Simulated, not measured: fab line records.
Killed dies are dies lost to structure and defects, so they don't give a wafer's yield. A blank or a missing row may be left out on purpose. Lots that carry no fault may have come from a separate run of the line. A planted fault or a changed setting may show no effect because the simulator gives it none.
Chamber matching / flow nand_harc / rie_diel-05 running NHARC_P_M0_DESCUM_14: 4 sister chambers
The step chemistry O2, time 3 s. 24 wafers are shown with their chamber, then 12 later ones without.

WAFERS WITH THEIR CHAMBER
wafer=L075.1; chamber=0; showerhead_plenum_p_Torr (Torr)=1.91; drypump_motor_current_A (A)=6.0; rf_vpp_V (V)=58.4
wafer=L075.2; chamber=2; showerhead_plenum_p_Torr (Torr)=1.83; drypump_motor_current_A (A)=5.8; rf_vpp_V (V)=56.5
wafer=L075.4; chamber=3; showerhead_plenum_p_Torr (Torr)=1.77; drypump_motor_current_A (A)=5.2; rf_vpp_V (V)=56.2
wafer=L076.3; chamber=3; showerhead_plenum_p_Torr (Torr)=1.77; drypump_motor_current_A (A)=5.2; rf_vpp_V (V)=56.5
wafer=L076.5; chamber=1; showerhead_plenum_p_Torr (Torr)=2.05; drypump_motor_current_A (A)=5.1; rf_vpp_V (V)=57.2
wafer=L076.6; chamber=0; showerhead_plenum_p_Torr (Torr)=1.92; drypump_motor_current_A (A)=6.0; rf_vpp_V (V)=57.6
wafer=L078.1; chamber=0; showerhead_plenum_p_Torr (Torr)=1.91; drypump_motor_current_A (A)=6.0; rf_vpp_V (V)=59.7
wafer=L078.4; chamber=3; showerhead_plenum_p_Torr (Torr)=1.77; drypump_motor_current_A (A)=5.2; rf_vpp_V (V)=56.8
wafer=L078.5; chamber=0; showerhead_plenum_p_Torr (Torr)=1.91; drypump_motor_current_A (A)=6.0; rf_vpp_V (V)=57.2
wafer=L083.2; chamber=0; showerhead_plenum_p_Torr (Torr)=1.91; drypump_motor_current_A (A)=6.0; rf_vpp_V (V)=58.2
wafer=L083.4; chamber=2; showerhead_plenum_p_Torr (Torr)=1.82; drypump_motor_current_A (A)=5.8; rf_vpp_V (V)=56.4
wafer=L083.5; chamber=2; showerhead_plenum_p_Torr (Torr)=1.82; drypump_motor_current_A (A)=5.8; rf_vpp_V (V)=56.8
wafer=L084.2; chamber=3; showerhead_plenum_p_Torr (Torr)=1.77; drypump_motor_current_A (A)=5.2; rf_vpp_V (V)=57.8
wafer=L084.4; chamber=0; showerhead_plenum_p_Torr (Torr)=1.91; drypump_motor_current_A (A)=6.1; rf_vpp_V (V)=58.3
wafer=L084.6; chamber=3; showerhead_plenum_p_Torr (Torr)=1.77; drypump_motor_current_A (A)=5.2; rf_vpp_V (V)=57.2
wafer=L086.2; chamber=3; showerhead_plenum_p_Torr (Torr)=1.77; drypump_motor_current_A (A)=5.2; rf_vpp_V (V)=57.1
wafer=L086.3; chamber=1; showerhead_plenum_p_Torr (Torr)=2.04; drypump_motor_current_A (A)=5.1; rf_vpp_V (V)=59.8
wafer=L086.5; chamber=2; showerhead_plenum_p_Torr (Torr)=1.82; drypump_motor_current_A (A)=5.9; rf_vpp_V (V)=58.3
wafer=L088.2; chamber=3; showerhead_plenum_p_Torr (Torr)=1.77; drypump_motor_current_A (A)=5.2; rf_vpp_V (V)=57.5
wafer=L088.3; chamber=2; showerhead_plenum_p_Torr (Torr)=1.82; drypump_motor_current_A (A)=5.8; rf_vpp_V (V)=56.6
wafer=L088.6; chamber=0; showerhead_plenum_p_Torr (Torr)=1.91; drypump_motor_current_A (A)=6.0; rf_vpp_V (V)=58.3
wafer=L091.1; chamber=3; showerhead_plenum_p_Torr (Torr)=1.77; drypump_motor_current_A (A)=5.2; rf_vpp_V (V)=56.5
wafer=L091.3; chamber=2; showerhead_plenum_p_Torr (Torr)=1.82; drypump_motor_current_A (A)=5.9; rf_vpp_V (V)=58.0
wafer=L091.4; chamber=0; showerhead_plenum_p_Torr (Torr)=1.91; drypump_motor_current_A (A)=6.0; rf_vpp_V (V)=57.8

SIGNATURES (means of the wafers above)
reading=showerhead_plenum_p_Torr; chamber 0=1.9112; chamber 1=2.0450; chamber 2=1.8217; chamber 3=1.7700; scatter within a chamber=0.00332
reading=drypump_motor_current_A; chamber 0=6.013; chamber 1=5.100; chamber 2=5.833; chamber 3=5.200; scatter within a chamber=0.0332
reading=rf_vpp_V; chamber 0=58.188; chamber 1=58.500; chamber 2=57.100; chamber 3=56.950; scatter within a chamber=0.798
Rule: a wafer's distance from a chamber is the root of the sum, over the readings, of the square of ((its reading less the chamber's mean) divided by the reading's scatter). If the next closest chamber is less than 2 further off than the closest, the wafer can't be placed; otherwise it belongs to the closest. The scatter is the square root of a quotient: the sum, over the shown wafers, of each reading's squared deviation from its chamber's mean, divided by wafers minus chambers.

WAFERS WITH NO CHAMBER GIVEN
wafer=L092.1; showerhead_plenum_p_Torr (Torr)=1.91; drypump_motor_current_A (A)=6.0; rf_vpp_V (V)=57.5
wafer=L092.5; showerhead_plenum_p_Torr (Torr)=1.82; drypump_motor_current_A (A)=5.8; rf_vpp_V (V)=58.7
wafer=L092.6; showerhead_plenum_p_Torr (Torr)=1.77; drypump_motor_current_A (A)=5.2; rf_vpp_V (V)=56.6
wafer=L093.1; showerhead_plenum_p_Torr (Torr)=1.77; drypump_motor_current_A (A)=5.2; rf_vpp_V (V)=57.2
wafer=L093.3; showerhead_plenum_p_Torr (Torr)=2.04; drypump_motor_current_A (A)=5.1; rf_vpp_V (V)=57.6
wafer=L093.5; showerhead_plenum_p_Torr (Torr)=1.82; drypump_motor_current_A (A)=5.9; rf_vpp_V (V)=57.2
wafer=L095.1; showerhead_plenum_p_Torr (Torr)=1.82; drypump_motor_current_A (A)=5.8; rf_vpp_V (V)=58.0
wafer=L095.4; showerhead_plenum_p_Torr (Torr)=2.04; drypump_motor_current_A (A)=5.1; rf_vpp_V (V)=57.4
wafer=L095.5; showerhead_plenum_p_Torr (Torr)=1.91; drypump_motor_current_A (A)=6.0; rf_vpp_V (V)=58.2
wafer=L097.1; showerhead_plenum_p_Torr (Torr)=1.91; drypump_motor_current_A (A)=6.0; rf_vpp_V (V)=57.1
wafer=L097.4; showerhead_plenum_p_Torr (Torr)=1.82; drypump_motor_current_A (A)=5.8; rf_vpp_V (V)=57.5
wafer=L097.5; showerhead_plenum_p_Torr (Torr)=1.91; drypump_motor_current_A (A)=6.0; rf_vpp_V (V)=55.9

EACH ONE'S CHAMBER
wafer=L092.1; from the rows above=0; in truth=0
wafer=L092.5; from the rows above=2; in truth=2
wafer=L092.6; from the rows above=3; in truth=3
wafer=L093.1; from the rows above=3; in truth=3
wafer=L093.3; from the rows above=1; in truth=1
wafer=L093.5; from the rows above=2; in truth=2
wafer=L095.1; from the rows above=2; in truth=2
wafer=L095.4; from the rows above=1; in truth=1
wafer=L095.5; from the rows above=0; in truth=0
wafer=L097.1; from the rows above=0; in truth=0
wafer=L097.4; from the rows above=2; in truth=2
wafer=L097.5; from the rows above=0; in truth=0
Placed correctly: 12 of 12. Not placeable from these rows: 0. Number placed wrongly: 0.
